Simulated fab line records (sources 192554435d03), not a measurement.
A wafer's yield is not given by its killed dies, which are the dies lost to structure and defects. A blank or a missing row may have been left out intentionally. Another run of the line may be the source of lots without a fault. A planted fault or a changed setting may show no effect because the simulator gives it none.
Chamber matching :: flow n5-finfet :: 4 sister chambers for N5_BEOL_M5_STRIP_36 on rie-diel-03
The step strips in N2/H2. 16 wafers are shown with their chamber, then 8 later ones without.

## WAFERS WITH THEIR CHAMBER
wafer: L074.1
chamber: 2
showerhead-plenum-p-Torr (Torr): 2.65
drypump-motor-current-A (A): 6.4
throttle-valve-pct (%): 23.5

wafer: L074.2
chamber: 3
showerhead-plenum-p-Torr (Torr): 2.67
drypump-motor-current-A (A): 5.8
throttle-valve-pct (%): 23.7

wafer: L074.4
chamber: 0
showerhead-plenum-p-Torr (Torr): 2.52
drypump-motor-current-A (A): 5.3
throttle-valve-pct (%): 23.6

wafer: L076.2
chamber: 3
showerhead-plenum-p-Torr (Torr): 2.67
drypump-motor-current-A (A): 5.9
throttle-valve-pct (%): 23.7

wafer: L076.3
chamber: 0
showerhead-plenum-p-Torr (Torr): 2.51
drypump-motor-current-A (A): 5.3
throttle-valve-pct (%): 23.6

wafer: L076.5
chamber: 0
showerhead-plenum-p-Torr (Torr): 2.51
drypump-motor-current-A (A): 5.3
throttle-valve-pct (%): 23.6

wafer: L081.1
chamber: 0
showerhead-plenum-p-Torr (Torr): 2.51
drypump-motor-current-A (A): 5.3
throttle-valve-pct (%): 23.6

wafer: L081.5
chamber: 0
showerhead-plenum-p-Torr (Torr): 2.51
drypump-motor-current-A (A): 5.3
throttle-valve-pct (%): 23.6

wafer: L081.6
chamber: 1
showerhead-plenum-p-Torr (Torr): 2.53
drypump-motor-current-A (A): 5.2
throttle-valve-pct (%): 24.0

wafer: L079.1
chamber: 1
showerhead-plenum-p-Torr (Torr): 2.52
drypump-motor-current-A (A): 5.2
throttle-valve-pct (%): 24.0

wafer: L079.3
chamber: 0
showerhead-plenum-p-Torr (Torr): 2.51
drypump-motor-current-A (A): 5.3
throttle-valve-pct (%): 23.7

wafer: L079.4
chamber: 2
showerhead-plenum-p-Torr (Torr): 2.65
drypump-motor-current-A (A): 6.5
throttle-valve-pct (%): 23.6

wafer: L078.1
chamber: 1
showerhead-plenum-p-Torr (Torr): 2.52
drypump-motor-current-A (A): 5.2
throttle-valve-pct (%): 24.0

wafer: L078.5
chamber: 1
showerhead-plenum-p-Torr (Torr): 2.53
drypump-motor-current-A (A): 5.2
throttle-valve-pct (%): 24.0

wafer: L078.6
chamber: 2
showerhead-plenum-p-Torr (Torr): 2.65
drypump-motor-current-A (A): 6.4
throttle-valve-pct (%): 23.6

wafer: L085.2
chamber: 0
showerhead-plenum-p-Torr (Torr): 2.51
drypump-motor-current-A (A): 5.3
throttle-valve-pct (%): 23.7

SIGNATURES (means of the wafers above)
reading: showerhead-plenum-p-Torr
chamber 0: 2.5114
chamber 1: 2.5250
chamber 2: 2.6500
chamber 3: 2.6700
scatter within a chamber: 0.00393

reading: drypump-motor-current-A
chamber 0: 5.300
chamber 1: 5.200
chamber 2: 6.433
chamber 3: 5.850
scatter within a chamber: 0.0312

reading: throttle-valve-pct
chamber 0: 23.629
chamber 1: 24.000
chamber 2: 23.567
chamber 3: 23.700
scatter within a chamber: 0.0418
Rule: a wafer lies at a distance from a chamber equal to the root of the sum of squares, over the readings, of (its reading less the chamber's mean, divided by the reading's scatter). The wafer belongs to the nearest chamber; if the next one is less than 2 further off, it can't be placed. The scatter: take each reading less its chamber's mean, square it, sum over the shown wafers, divide by the number of wafers less the number of chambers, and take the root.

## WAFERS WITHOUT THEIR CHAMBER
wafer: L085.3
showerhead-plenum-p-Torr (Torr): 2.66
drypump-motor-current-A (A): 5.8
throttle-valve-pct (%): 23.8

wafer: L085.4
showerhead-plenum-p-Torr (Torr): 2.52
drypump-motor-current-A (A): 5.2
throttle-valve-pct (%): 24.0

wafer: L088.3
showerhead-plenum-p-Torr (Torr): 2.64
drypump-motor-current-A (A): 6.5
throttle-valve-pct (%): 23.6

wafer: L088.5
showerhead-plenum-p-Torr (Torr): 2.64
drypump-motor-current-A (A): 6.4
throttle-valve-pct (%): 23.6

wafer: L088.6
showerhead-plenum-p-Torr (Torr): 2.66
drypump-motor-current-A (A): 5.9
throttle-valve-pct (%): 23.8

wafer: L095.1
showerhead-plenum-p-Torr (Torr): 2.50
drypump-motor-current-A (A): 5.3
throttle-valve-pct (%): 23.7

wafer: L095.3
showerhead-plenum-p-Torr (Torr): 2.65
drypump-motor-current-A (A): 5.8
throttle-valve-pct (%): 23.8

wafer: L095.4
showerhead-plenum-p-Torr (Torr): 2.51
drypump-motor-current-A (A): 5.2
throttle-valve-pct (%): 24.1

## THE CHAMBER EACH PASSED THROUGH
wafer: L085.3
from the rows above: 3
in truth: 3

wafer: L085.4
from the rows above: 1
in truth: 1

wafer: L088.3
from the rows above: 2
in truth: 2

wafer: L088.5
from the rows above: 2
in truth: 2

wafer: L088.6
from the rows above: 3
in truth: 3

wafer: L095.1
from the rows above: 0
in truth: 0

wafer: L095.3
from the rows above: 3
in truth: 3

wafer: L095.4
from the rows above: 1
in truth: 1
Correctly placed: 8 of 8. Not placeable from these rows: 0. Wrongly placed: 0.
